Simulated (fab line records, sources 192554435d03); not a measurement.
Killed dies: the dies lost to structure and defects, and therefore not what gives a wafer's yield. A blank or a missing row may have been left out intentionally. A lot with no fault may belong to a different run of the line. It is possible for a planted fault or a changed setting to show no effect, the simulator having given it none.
What tool caused it? | flow n5_finfet | Sampling: 12 lots, 36 wafers, 4 of 1938 route steps

WHAT THE GAUGES READ, wafer by wafer
N5_BEOL_M12_THK_MEAS_01.
lot  | measured     | on            | M12_ILD_THK (nm)
L075 | day 10 21:45 | film_metro-01 | 659 638 665
L077 | day 11 21:23 | film_metro-02 | 662 655 672
L079 | day 12 03:22 | film_metro-02 | 658 660 672
L082 | day 12 12:38 | film_metro-01 | 640 654 670
L083 | day 13 01:20 | film_metro-02 | 655 661 666
L084 | day 13 23:13 | film_metro-01 | 664 673 665
L087 | day 14 02:13 | film_metro-02 | 654 646 652
L089 | day 14 20:36 | film_metro-01 | 651 658 654
L092 | day 15 05:04 | film_metro-02 | 655 649 669
L094 | day 15 12:41 | film_metro-02 | 661 666 662
L095 | day 16 03:14 | film_metro-02 | 663 661 668
L097 | day 16 14:59 | film_metro-01 | 662 652 670

EACH LOT AND THE TOOL THAT RAN IT (in order: tool; ch and the chambers of the sampled wafers; start)
lot  | N5_BEOL_M11_DESCUM_16              | N5_BEOL_M11_STRIP_19               | N5_BEOL_M12_ILD_DEP_00
L075 | rie_diel-02 ch 2,3, day 10 15:55   | rie_diel-02 ch 0,3, day 10 16:17   | pecvd-01 ch 0,1,2, day 10 21:37
L077 | rie_diel-04 ch 0,1,3, day 11 14:22 | rie_diel-03 ch 1,2,3, day 11 14:49 | pecvd-01 ch 0,1, day 11 21:15
L079 | rie_diel-02 ch 0,1,3, day 11 21:40 | rie_diel-02 ch 1,2, day 11 22:02   | pecvd-04 ch 1,2, day 12 03:14
L082 | rie_diel-04 ch 0,2, day 12 07:41   | rie_diel-03 ch 1,2,3, day 12 08:05 | pecvd-04 ch 0,2, day 12 12:31
L083 | rie_diel-04 ch 0,3, day 12 17:44   | rie_diel-02 ch 0,1,2, day 12 18:08 | pecvd-01 ch 1,2, day 13 01:09
L084 | rie_diel-04 ch 1,2,3, day 13 17:12 | rie_diel-02 ch 1,2,3, day 13 17:36 | pecvd-01 ch 0,1, day 13 23:02
L087 | rie_diel-03 ch 1,2,3, day 13 20:55 | rie_diel-02 ch 1,2,3, day 13 21:20 | pecvd-04 ch 0,2, day 14 02:05
L089 | rie_diel-04 ch 1,2,3, day 14 13:58 | rie_diel-03 ch 1,2,3, day 14 14:25 | pecvd-04 ch 0,1,2, day 14 20:28
L092 | rie_diel-04 ch 1,2,3, day 14 21:23 | rie_diel-03 ch 0,3, day 14 21:46   | pecvd-02 ch 1,2, day 15 04:56
L094 | rie_diel-02 ch 1,2,3, day 15 08:16 | rie_diel-03 ch 0,1,2, day 15 08:40 | pecvd-04 ch 0,2, day 15 12:34
L095 | rie_diel-02 ch 1,2,3, day 15 21:20 | rie_diel-02 ch 1,2,3, day 15 21:44 | pecvd-02 ch 1,2, day 16 03:07
L097 | rie_diel-03 ch 0,1,3, day 16 06:56 | rie_diel-03 ch 0,3, day 16 07:27   | pecvd-04 ch 0,1,2, day 16 14:51
- N5_BEOL_M11_DESCUM_16: chemistry O2, time 7.9 s.
- N5_BEOL_M11_STRIP_19: strips in O2.
- N5_BEOL_M12_ILD_DEP_00: deposits SiOC from DEMS/O2, target thk 658.92 nm, time 130.7 s.

THE ANSWER, worked out from the rows above alone
Rule: what is usual is taken from the lots themselves. The widest of any qualifying gaps counts: lots, ordered by their means at a reading, are off when they make up no more than a third of the lots, leave a main group of 4 or more, and stand apart from it by 3 or more times the standard deviation of that group's means. The tables above print the reading to a certain number of digits; a main group whose means all agree to those digits is not used. Also off: a lot with no number at a reading for which 4 or more lots have one. The other lots that the step has rows for count as sound.
None of the lots is off at any reading shown; this tells nothing.

WHAT THE SIMULATOR HAD PUT IN
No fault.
